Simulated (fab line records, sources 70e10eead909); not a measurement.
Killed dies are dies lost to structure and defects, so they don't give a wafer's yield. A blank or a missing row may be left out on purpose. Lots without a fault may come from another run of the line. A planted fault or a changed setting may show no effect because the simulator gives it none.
fab line records | flow nand_harc
record lots=6 wafers=18 last_day=33
route steps=1302 shown A_STAIRCASE@642
lots that met no fault: from a run of the same line without faults
start_h: hours from the record's first day to the start of the lot's first wafer shown | wait_h: hours since the lot's step before | " the same as in the row above | L1.1+2: a row that stands for several wafers | - no value, or no start given | * or withheld: withheld | < > ~ a bound
route shown NAME@n: a module of which the file shows steps, and the number in the route of the first | usual: mean/standard deviation of fault-free wafers | same: alike in all rows | chamber/n: place in a boat | sites: the reading at each site | _std_site: their standard deviation | _edge_site: outer sites' mean less inner sites' | radius_mm: how far each site lies from the wafer's centre | mask NAME#n: copy n | behind: the tool/chamber that last shaped the wafer | hold: why the lot was held/for how many hours/how that ended | device: the transistor (n, p or np) that didn't switch | end of line: the same wafers' tests at the end of the route | a step without rows: its recipe alone | killed: dies lost to structure and defects at the first sort, not the wafer's yield | map: a wafer's dies, x killed, . not, _ none there
set.NAME: the setting as run; set.NAME@STEP: as run at that earlier step | model.NAME: the simulator's own value behind a step, which no gauge read
lots at some steps of the route; a table a step, a row a wafer
services: from which hour (start_h, from the record's first day; less than 0 if before it) a tool's chamber was out of use, for how many hours, and why
## steps
# step NHARC_A_STAIRCASE_COAT_160
# recipe spin_rpm=1200
# step NHARC_A_STAIRCASE_SOFTBAKE_161
# recipe temp_c=135 time_s=170
# step NHARC_A_STAIRCASE_EBR_162
# step NHARC_A_STAIRCASE_EXPOSE_163
# recipe na=0.5 dose_mj=20.01 mask_id=STAIR_OPEN
# step NHARC_A_STAIRCASE_PEB_164
# recipe peb_temp_c=115 peb_time_s=130
# step NHARC_A_STAIRCASE_DEVELOP_165
# recipe time_s=140
# step NHARC_A_STAIRCASE_HARDBAKE_167
# recipe temp_c=120 time_s=140
# step NHARC_A_STAIRCASE_DESCUM_168
# recipe time_s=3 o2_flow_sccm=200 ar_flow_sccm=0 bias_power_w=0 chemistry=O2
# usual chamber_pressure_mTorr=60.00/0.056 drypump_motor_current_A=5.8/0.34 o2_flow_sccm=200.0/0.65 oes_product_au=1.000/0.011 rf_vpp_V=57.6/0.85 showerhead_plenum_p_Torr=1.90/0.091 throttle_valve_pct=11.312/0.0084
# columns lot.wafer tool chamber start_h wait_h chamber_pressure_mTorr drypump_motor_current_A o2_flow_sccm oes_product_au rf_hours_counter_h rf_vpp_V showerhead_plenum_p_Torr throttle_valve_pct
L504.3 rie_diel-03 0 358.82 - 59.85 6.2 201.4 1.010 26 56.5 1.78 11.300
L504.2 " 1 " " 60.00 5.7 200.3 1.021 20 58.5 1.94 11.307
L504.6 " 3 " " 59.92 5.4 200.8 1.018 - 57.5 1.83 11.302
L505.1 rie_diel-01 3 362.37 - 60.12 6.4 199.8 0.996 50 58.5 1.80 11.317
L505.2 " 0 " " 60.02 5.9 200.2 1.009 47 57.8 1.94 11.302
L505.5 " 2 " " 59.99 5.9 201.8 1.014 - 57.5 1.88 11.326
L506.1 rie_diel-13 1 402.38 - 59.99 5.5 199.3 1.012 8 58.0 1.99 11.303
L506.3 " 2 " " 59.99 6.1 199.6 1.004 10 57.2 2.04 11.299
L506.2 " 3 " " 60.01 5.1 200.7 0.993 11 57.8 1.81 11.311
L507.4 rie_diel-03 3 402.55 - 59.93 5.4 200.3 1.005 40 57.3 1.83 11.322
L507.2 " 1 " " 59.99 5.7 200.4 1.009 32 56.5 1.93 11.309
L507.5 " 3 " " 60.04 5.4 199.5 1.012 - 58.4 1.83 11.304
L517.2 rie_diel-01 0 495.03 - 60.01 5.9 199.9 0.978 35 56.6 1.93 11.307
L517.4 " 1 " " 59.99 5.7 199.7 1.005 33 58.7 1.97 11.309
L517.5 " 0 " " 59.98 5.9 200.7 0.980 - 57.3 1.93 11.311
L524.2 rie_diel-03 3 581.67 - 60.02 5.4 200.5 1.007 44 57.4 1.81 11.303
L524.4 " 0 " " 60.14 6.1 200.8 1.008 43 57.6 2.06 11.321
L524.1 " 2 " " 60.05 6.2 200.6 0.992 46 57.6 1.79 11.308
# step NHARC_A_STAIRCASE_ETCH_169
# recipe target_depth_a=500 time_s=107.1 ion_energy_ev=120 ch3f_flow_sccm=50 o2_flow_sccm=30 ar_flow_sccm=200 rf_w=500 bias_w=100 chemistry=CH3F/O2
# usual chamber_pressure_mTorr=25.000/0.021 drypump_motor_current_A=5.8/0.34 o2_flow_sccm=30.01/0.095 oes_product_au=0.959/0.018 rf_vpp_V=244.1/1.8 showerhead_plenum_p_Torr=2.44/0.11 throttle_valve_pct=20.663/0.0093
# columns lot.wafer tool chamber start_h wait_h chamber_pressure_mTorr drypump_motor_current_A o2_flow_sccm oes_product_au rf_hours_counter_h rf_vpp_V showerhead_plenum_p_Torr throttle_valve_pct
L504.2 rie_diel-03 0 358.88 0.1 24.970 6.2 29.92 0.977 26 240.8 2.29 20.665
L504.3 " 1 " " 25.030 5.7 29.90 1.000 20 245.3 2.49 20.658
L504.6 " 1 " " 24.983 5.7 29.88 0.994 - 244.5 2.49 20.650
L505.1 rie_diel-01 2 362.43 0.1 24.954 5.9 30.05 0.973 50 242.5 2.42 20.681
L505.2 " 0 " " 25.008 5.9 30.07 0.983 47 244.0 2.49 20.673
L505.5 " 2 " " 25.010 6.0 29.97 0.973 - 242.6 2.42 20.654
L506.2 rie_diel-13 1 402.48 0.1 24.995 5.6 30.08 0.953 8 244.7 2.55 20.655
L506.1 " 2 " " 25.041 6.1 29.99 0.929 10 246.3 2.61 20.670
L506.3 " 3 " " 25.010 5.1 29.91 0.938 11 243.7 2.33 20.664
L507.4 rie_diel-03 1 402.66 0.1 25.022 5.7 29.84 0.999 32 244.9 2.48 20.655
L507.2 " 2 " " 24.974 6.2 30.05 0.986 37 242.9 2.33 20.673
L507.5 " 0 " " 25.019 6.2 30.11 0.969 - 241.7 2.28 20.681
L517.2 rie_diel-01 3 495.89 0.9 24.989 6.3 30.03 0.935 31 241.7 2.31 20.673
L517.4 " 0 " " 24.984 5.9 29.99 0.925 36 244.5 2.48 20.668
L517.5 " 1 " " 24.988 5.7 30.16 0.952 - 245.1 2.53 20.649
L524.2 rie_diel-03 3 581.75 0.1 24.993 5.4 29.84 0.976 44 244.5 2.33 20.665
L524.4 " 1 " " 24.916 5.7 29.91 0.983 46 244.6 2.46 20.666
L524.1 " 2 " " 25.015 6.2 30.03 0.973 46 242.9 2.31 20.653
# step NHARC_A_STAIRCASE_ETCH_170
# recipe target_depth_a=2000 time_s=66.667 ion_energy_ev=250 c4f6_flow_sccm=25 o2_flow_sccm=20 ar_flow_sccm=500 rf_w=600 bias_w=500 chemistry=C4F6/O2
# usual chamber_pressure_mTorr=30.001/0.026 drypump_motor_current_A=5.8/0.35 o2_flow_sccm=19.99/0.06 oes_product_au=0.973/0.014 rf_vpp_V=546/3.5 showerhead_plenum_p_Torr=3.90/0.17 throttle_valve_pct=26.904/0.0092
# columns lot.wafer tool chamber start_h wait_h chamber_pressure_mTorr drypump_motor_current_A o2_flow_sccm oes_product_au rf_hours_counter_h rf_vpp_V showerhead_plenum_p_Torr throttle_valve_pct
L504.3 rie_diel-03 3 - - 30.038 5.4 19.89 0.982 27 544 3.77 26.907
L504.2 " 0 " " 29.972 6.1 20.06 0.995 26 542 3.67 26.913
L504.6 " 0 " " 30.059 6.2 20.06 0.989 - 541 3.67 26.904
L505.2 rie_diel-01 2 - - 29.945 5.9 19.96 0.980 50 543 3.86 26.917
L505.1 " 3 " " 30.014 6.4 19.97 0.970 50 543 3.71 26.889
L505.5 " 1 " " 30.017 5.7 20.07 0.975 - 549 4.05 26.900
L506.3 rie_diel-13 2 - - 30.018 6.1 20.12 0.964 10 550 4.15 26.905
L506.2 " 3 " " 30.003 5.1 19.91 0.950 11 543 3.73 26.913
L506.1 " 1 " " 29.998 5.6 19.99 0.972 8 550 4.06 26.908
L507.2 rie_diel-03 2 - - 29.989 6.2 20.04 0.992 37 542 3.73 26.914
L507.4 " 0 " " 30.020 6.2 19.91 0.993 36 543 3.66 26.910
L507.5 " 2 " " 29.988 6.2 20.00 1.000 - 543 3.73 26.907
L517.2 rie_diel-01 1 - - 29.978 5.7 20.07 0.977 33 549 4.03 26.900
L517.4 " 3 " " 29.993 6.3 19.99 0.950 31 543 3.69 26.911
L517.5 " 0 " " 30.022 5.9 20.03 0.945 - 545 3.95 26.916
L524.4 rie_diel-03 0 - - 29.957 6.2 20.06 0.973 43 553 4.20 26.891
L524.2 " 2 " " 30.020 6.2 19.94 0.968 46 543 3.69 26.922
L524.1 " 3 " " 29.994 5.4 20.02 0.978 44 543 3.73 26.908
# step NHARC_A_STAIRCASE_STRIP_171
# recipe power_w=1500 temp_c=250 chemistry=O2
# usual drypump_motor_current_A=5.55/0.19 heater_power_w=339/42 temp_c=250.02/0.17
# columns lot.wafer tool chamber start_h wait_h drypump_motor_current_A heater_power_w rf_hours_counter_h temp_c
L504.2 plasma_asher-02 0 359.16 - 5.43 357 21 250.15
L504.3 " 0 " " 5.41 366 - 249.89
L504.6 " 1 " " 5.29 394 - 249.73
L505.2 plasma_asher-02 0 362.67 - 5.44 356 22 249.92
L505.1 " 1 " " 5.29 391 22 250.15
L505.5 " 1 " " 5.30 396 - 250.15
L506.2 plasma_asher-02 0 402.74 - 5.42 358 29 250.14
L506.1 " 1 " " 5.29 404 29 250.17
L506.3 " 1 " " 5.28 394 - 250.03
L507.2 plasma_asher-01 1 402.92 - 5.77 279 9 249.85
L507.4 " 0 " " 5.68 324 - 249.82
L507.5 " 1 " " 5.77 280 - 250.04
L517.2 plasma_asher-01 1 496.35 - 5.76 288 27 250.17
L517.4 " 0 " " 5.66 330 - 250.00
L517.5 " 1 " " 5.75 274 - 250.09
L524.2 plasma_asher-01 1 582.12 - 5.76 298 8 250.05
L524.1 " 0 " " 5.67 317 8 250.18
L524.4 " 1 " " 5.74 298 - 249.83
# step NHARC_A_STAIRCASE_STRIP_172
# recipe time_s=900 temp_c=130 chemistry=SPM
# usual bath_guard_temp_C=130.0/0.48 bath_heat_duty_pct=15.5/2.1 temp_c=130.00/0.13
# columns lot.wafer tool chamber start_h wait_h bath_guard_temp_C bath_heat_duty_pct temp_c
L504.2 wet_bench-06 1 359.48 0.3 129.2 14.0 130.08
L504.6 " 3 " " 130.5 11.1 129.82
L504.3 " 5 " " 129.9 14.3 129.93
L505.5 wet_bench-04 2 363.02 0.1 129.0 17.1 130.20
L505.2 " 6 " " 130.4 17.7 130.14
L505.1 " 7 " " 130.9 16.4 130.03
L506.2 wet_bench-04 0 403.10 0.3 - - -
L506.3 " 1 " " - - -
L506.1 " 2 " " - - -
L507.4 wet_bench-05 0 403.23 0.2 - - -
L507.5 " 3 " " - - -
L507.2 " 4 " " - - -
L517.5 wet_bench-04 3 496.66 0.1 130.0 17.7 130.09
L517.4 " 4 " " 130.1 16.4 129.85
L517.2 " 7 " " 130.7 14.8 130.22
L524.1 wet_bench-06 1 582.47 0.3 128.7 14.2 129.77
L524.2 " 3 " " 130.0 10.8 129.99
L524.4 " 4 " " 129.8 14.1 130.05
# step NHARC_A_STAIRCASE_PRECLEAN_173
# recipe time_s=* temp_c=50 bath_age_min=0 chemistry=SC1
## services
# columns tool chamber start_h hours kind
rie_diel-03 1 336.74 2.4 repair
rie_diel-03 - 339.64 0.6 repair
rie_diel-13 - 343.02 9.0 pm
plasma_asher-01 - 349.60 9.0 pm
wet_bench-06 - 369.60 8.0 pm
rie_diel-01 - 380.82 9.0 pm
rie_diel-01 - 396.72 0.4 repair
rie_diel-13 0 401.64 10.6 repair
wet_bench-04 - 403.23 8.0 pm
plasma_asher-02 - 426.00 9.0 pm
wet_bench-05 - 436.80 8.0 pm
rie_diel-03 - 461.71 9.0 pm
rie_diel-13 1 485.28 3.4 repair
rie_diel-13 3 517.00 2.9 repair
rie_diel-13 2 518.14 4.1 repair
rie_diel-13 - 520.08 9.0 pm
plasma_asher-01 - 526.60 9.0 pm
wet_bench-05 - 530.24 1.0 repair
wet_bench-06 - 545.60 8.0 pm
rie_diel-01 - 557.83 9.0 pm
rie_diel-03 2 563.07 2.6 repair
plasma_asher-02 - 571.58 0.4 repair
rie_diel-01 2 573.91 10.4 repair
wet_bench-04 - 579.23 8.0 pm
## key
first_sign step=NHARC_A_STAIRCASE_STRIP_172 reading=tool_record direction=missing
effect none on later readings
met_at NHARC_A_STAIRCASE_STRIP_172
struck_wafers L506.1,L506.2,L506.3,L507.2,L507.4,L507.5
tester_left_out L506,L507
onset_between 363.02 403.10
fault kind=skipped_step_whole tool=wet_bench-04,wet_bench-05 chamber=- onset_h=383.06 steps=NHARC_A_STAIRCASE_STRIP_172 scope=struck_lots_only
# tester_left_out: of these lots the tester's yield and bins aren't shown, on N5 and GAA mostly nor the transistor test; their killed dies are dies lost to structure and defects alone, not to doping, threshold or leakage, so they don't give the yield
